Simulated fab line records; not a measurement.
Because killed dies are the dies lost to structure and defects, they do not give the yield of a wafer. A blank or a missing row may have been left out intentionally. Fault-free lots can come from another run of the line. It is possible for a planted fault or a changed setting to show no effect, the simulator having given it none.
A single fault, viewed from 3 desks | flow n5Finfet | every desk sees just its own numbers, and what lay behind them comes last

## DESK OF THE TOOL OWNER: lithoTrack-05
The tool's own readings at N5_MOL_CONTACT_COAG_COAT_103 (time 60 s, resist thk 80 nm): means of the sampled wafers that have a number, for each lot that ran on this tool. A lot is out of limits, marked OUT, if its mean lies more than 4 standard deviations from the usual mean; the brackets give that distance.
Columns: A = dispensePressureKPa at N5_MOL_CONTACT_COAG_COAT_103, usual 55.7 kPa; B = heaterPowerTotalW at N5_MOL_CONTACT_COAG_COAT_103, usual 500.2 W; C = plateTempC at N5_MOL_CONTACT_COAG_COAT_103, usual 249.98 C
lot  | first seen here | A    | B                       | C
L812 | day 6 03:26     | 56.2 | 499.6                   | 249.88
L815 | day 6 21:54     | 56.1 | 498.5                   | 249.89
L820 | day 8 06:49     | 56.2 | 501.9                   | 249.75
L821 | day 8 08:38     | 56.2 | 840.4 (+99 or more) OUT | 267.38 (+99 or more) OUT
L822 | day 8 13:48     | 56.1 | 838.2 (+99 or more) OUT | 267.32 (+99 or more) OUT
Finding of this desk: L821, L822 out of limits; the first was L821 at day 8 08:38, on heaterPowerTotalW at N5_MOL_CONTACT_COAG_COAT_103. Within limits: L812, L815, L820.

## THE DEFECT DESK
Lot by lot, what the route's inspections counted, given as the mean of those sampled wafers with a number. A lot is out of limits, marked OUT, if its mean lies more than 4 standard deviations from the usual mean; the brackets give that distance.
Columns: A = rawDefectCount at N5_MOL_CONTACT_COAG_INSPECT_10, usual 78
lot  | first seen here | A
L806 | day 4 21:20     | 46
L812 | day 6 03:48     | 80
L814 | day 6 18:26     | 64
L815 | day 6 22:23     | 57
L817 | day 7 09:07     | 116
L820 | day 8 07:17     | 67
L821 | day 8 09:07     | 71
L822 | day 8 14:09     | 37
L824 | day 9 07:15     | 85
L828 | day 10 08:37    | 95
This desk found nothing out of limits on any of the 10 lots.

## FROM THE METROLOGY DESK
What the gauges read, lot by lot, whatever tool the lot ran on: means of the sampled wafers that have a number. A lot is out of limits, marked OUT, if its mean lies more than 4 standard deviations from the usual mean; the brackets give that distance. Only the readings that lie furthest out on some lot appear, 7 of the 10 it has.
Columns: A = DIBL_N at N5_BEOL_M4_RC_MEAS_101, usual 36.3 mV/V; B = IOFF_P at N5_BEOL_M4_RC_MEAS_101, usual 0.211 nA/um; C = ION_N at N5_BEOL_M4_RC_MEAS_101, usual 676 uA/um; D = ION_P at N5_BEOL_M4_RC_MEAS_101, usual 463 uA/um; E = SS_N at N5_BEOL_M4_RC_MEAS_101, usual 71.4 mV/dec; F = VT_N at N5_BEOL_M4_RC_MEAS_101, usual 249.3 mV; G = VT_P at N5_BEOL_M4_RC_MEAS_101, usual -250.1 mV
lot  | first seen here | A    | B     | C   | D   | E    | F     | G
L806 | day 7 19:00     | 35.3 | 0.186 | 673 | 458 | 71.5 | 249.3 | -252.6
L812 | day 9 13:05     | 38.2 | 0.221 | 672 | 466 | 71.6 | 251.9 | -250.3
L814 | day 10 01:46    | 35.5 | 0.214 | 679 | 462 | 70.7 | 249.2 | -250.3
L815 | day 10 06:29    | 34.6 | 0.194 | 687 | 467 | 71.4 | 249.3 | -251.4
L817 | day 10 22:40    | 35.1 | 0.214 | 668 | 463 | 71.6 | 250.8 | -249.6
L820 | day 11 09:58    | 36.3 | 0.231 | 680 | 469 | 71.6 | 245.9 | -246.6
L821 | day 11 20:47    | 37.7 | 0.265 | 687 | 473 | 71.7 | 246.4 | -245.0
L822 | day 12 01:35    | 37.2 | 0.230 | 677 | 460 | 71.5 | 248.3 | -249.6
L824 | day 12 19:37    | 36.1 | 0.216 | 675 | 465 | 70.5 | 247.6 | -249.3
L828 | day 13 20:19    | 36.7 | 0.235 | 683 | 469 | 71.9 | 248.8 | -248.5
This desk found nothing out of limits on any of the 10 lots.

## ALL TOGETHER
An alarm could have come from the tool owner's desk at day 8 08:38, on L821, L822.
Nothing the defect desk looked at was out of limits.
From the metrology desk's view, nothing was out of limits.
The defect desk has L821, L822 on record, within its limits.
The metrology desk holds a record of L821, L822, inside its limits.
Every lot named ran N5_MOL_CONTACT_COAG_COAT_103 on lithoTrack-05.

## WHAT HAD BEEN PUT IN BY THE SIMULATOR
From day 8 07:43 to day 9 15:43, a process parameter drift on lithoTrack-05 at N5_MOL_CONTACT_COAG_COAT_103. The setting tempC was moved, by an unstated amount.
Shown lots that were struck: L821, L822.
Time in hours from fault onset to the first out-of-limits reading at each desk: the tool owner's desk, 1.
